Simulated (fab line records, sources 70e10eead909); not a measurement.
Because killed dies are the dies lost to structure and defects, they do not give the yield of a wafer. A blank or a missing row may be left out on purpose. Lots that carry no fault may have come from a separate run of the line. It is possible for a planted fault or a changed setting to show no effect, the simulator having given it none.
Matching of chambers / flow nandHarc / 3 sister chambers for NHARC_A_ONON_D2_DEP_33 on pecvd-01
The step deposits SiO2, target thk 200 nm. 6 wafers are shown with their chamber, then 8 later ones without.

## WAFERS, EACH WITH ITS CHAMBER
wafer=L083.3; chamber=2; throttleValvePct (%)=16.3; heaterPowerW (W)=588
wafer=L083.4; chamber=1; throttleValvePct (%)=16.1; heaterPowerW (W)=573
wafer=L084.2; chamber=0; throttleValvePct (%)=15.9; heaterPowerW (W)=564
wafer=L084.5; chamber=2; throttleValvePct (%)=16.3; heaterPowerW (W)=462
wafer=L084.6; chamber=0; throttleValvePct (%)=15.9; heaterPowerW (W)=565
wafer=L091.1; chamber=1; throttleValvePct (%)=16.3; heaterPowerW (W)=554

## WAFERS WITH NO CHAMBER GIVEN
wafer=L091.3; throttleValvePct (%)=16.1; heaterPowerW (W)=476
wafer=L091.6; throttleValvePct (%)=16.6; heaterPowerW (W)=609
wafer=L091.2; throttleValvePct (%)=16.5; heaterPowerW (W)=621
wafer=L091.4; throttleValvePct (%)=16.1; heaterPowerW (W)=563
wafer=L091.5; throttleValvePct (%)=15.7; heaterPowerW (W)=491
wafer=L093.1; throttleValvePct (%)=16.3; heaterPowerW (W)=600
wafer=L093.2; throttleValvePct (%)=16.2; heaterPowerW (W)=490
wafer=L093.5; throttleValvePct (%)=16.5; heaterPowerW (W)=539

## WHICH CHAMBER EACH WENT THROUGH
wafer=L091.3; from the rows above=can't be placed: 1 or 2 or 0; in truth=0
wafer=L091.6; from the rows above=can't be placed: 2 or 1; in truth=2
wafer=L091.2; from the rows above=can't be placed: 2 or 1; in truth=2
wafer=L091.4; from the rows above=can't be placed: 1 or 0 or 2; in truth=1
wafer=L091.5; from the rows above=0; in truth=0
wafer=L093.1; from the rows above=can't be placed: 1 or 2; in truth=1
wafer=L093.2; from the rows above=can't be placed: 2 or 1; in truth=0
wafer=L093.5; from the rows above=can't be placed: 2 or 1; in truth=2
Placed correctly: 1 of 8. Not placeable from these rows: 7 (in 6, the candidates include the true chamber). Wrongly placed: 0.
How it was worked out, from the rows above alone: a wafer's distance from a chamber is the root of the sum, over the readings, of the square of ((its reading less the chamber's mean) divided by the reading's scatter). If the next closest chamber is less than 2 further off than the closest, the wafer can't be placed; otherwise it belongs to the closest. Each chamber's mean is taken over the wafers shown for it. The scatter: the root of (the sum of the squares of (reading less its chamber's mean) over the shown wafers, divided by (wafers less chambers)).
